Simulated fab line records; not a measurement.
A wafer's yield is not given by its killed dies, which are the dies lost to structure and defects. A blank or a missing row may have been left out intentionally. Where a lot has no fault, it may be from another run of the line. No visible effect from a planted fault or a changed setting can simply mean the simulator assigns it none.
Problem report in the 8D (eight disciplines) form, filled by code / flow n5Finfet / the parts of the form that need people (team, actions taken, sign-off) are left out

1. PROBLEM STATEMENT
On 2 wafers of 1 lot, etchRfOnTimeS at N5_BEOL_M10_ETCH_61 has a mean of 39.2 s; fault-free wafers read 64.8 s, standard deviation 0.78. Relative to the usual mean, that is a shift of -33 standard deviations.
The step: etches SiARC in CF4, target depth 39 nm, time 65 s.
Earliest sighting: wafer L526.1 on rieDiel-06 at day 17 02:43. Wafers with a number at this step in the record: 30, from 10 lots. The rule behind "out" and "out of limits": a value lying over 4 standard deviations away from the usual mean. All remaining wafers that have a number are taken as sound.

2. WHAT THIS IS AND IS NOT
question=which readings at this step | is=etchRfOnTimeS | is not=drypumpMotorCurrentA, rfVppV, showerheadPlenumPTorr, throttleValvePct
question=which lots | is=L526 | is not=L510, L511, L517, L519, L520, L522, L528, L531, L532
question=which wafers of those lots | is=L526.1, L526.4 | is not=L526.6
question=read on which tools | is=rieDiel-06 | is not=rieDiel-01, rieDiel-04
question=when | is=from day 17 02:43 | is not=up to then (22 sound wafers); but 6 sound wafers of L531, L532 came after

3. WHAT RULES OUT EACH SUSPECT
Counting: a tool at a process step up to the reading stays a suspect if it ran every lot that is out. Sound lots after the first of them don't rule it out here, since some wafers of a struck lot are sound.
- pecvd-02 at N5_BEOL_M10_ILD_DEP_00 (deposits SiCOH lowk from DEMS/porogen, target thk 308.51 nm, time 58 s): kept. L526, the lot that is out, went through it at day 16 23:02; up to then, the latest sound lot through it was L517 at day 13 17:16.
- rieDiel-06 at N5_BEOL_M10_ETCH_61 (etches SiARC in CF4, target depth 39 nm, time 65 s): kept. L526, the lot that is out, went through it at day 17 02:43; up to then, the latest sound lot through it was L517 at day 13 20:29. Its own etchRfOnTimeS readings are out on those wafers.
- The sound lot-mates ran in chamber 3 of rieDiel-06 at N5_BEOL_M10_ETCH_61, but the wafers that are out ran in chamber 2.
The count leaves rieDiel-06 at N5_BEOL_M10_ETCH_61 and pecvd-02 at N5_BEOL_M10_ILD_DEP_00.

4. THE CAUSE (what the simulator had put in)
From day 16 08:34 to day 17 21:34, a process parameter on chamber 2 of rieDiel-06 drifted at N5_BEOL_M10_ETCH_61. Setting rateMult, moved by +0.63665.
Of the 2 suspects that counting leaves, this tool is one.

5. THE CHAIN OF EFFECTS, in route order
One row per reading whose mean, taken over the struck wafers that have a number, lies over 3 standard deviations from the usual. Only readings for which the record gives a usual standard deviation are gone through. hours: the time from each lot's start at the first step in this table that gives one to its start at this step, as a median over the lots. sigmas: the change in usual standard deviations.
hours=0; step=N5_BEOL_M10_ETCH_61; reading=etchRfOnTimeS; usual=64.8 s; on struck wafers=39.2; change=-25.5; sigmas=-33
The process steps in it:
- N5_BEOL_M10_ETCH_61: etches SiARC in CF4, target depth 39 nm, time 65 s.

6. WHAT WOULD HAVE CAUGHT IT SOONER
18 hours passed between the start of the fault at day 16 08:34 and the first reading out of limits in this record, taken at day 17 02:43.
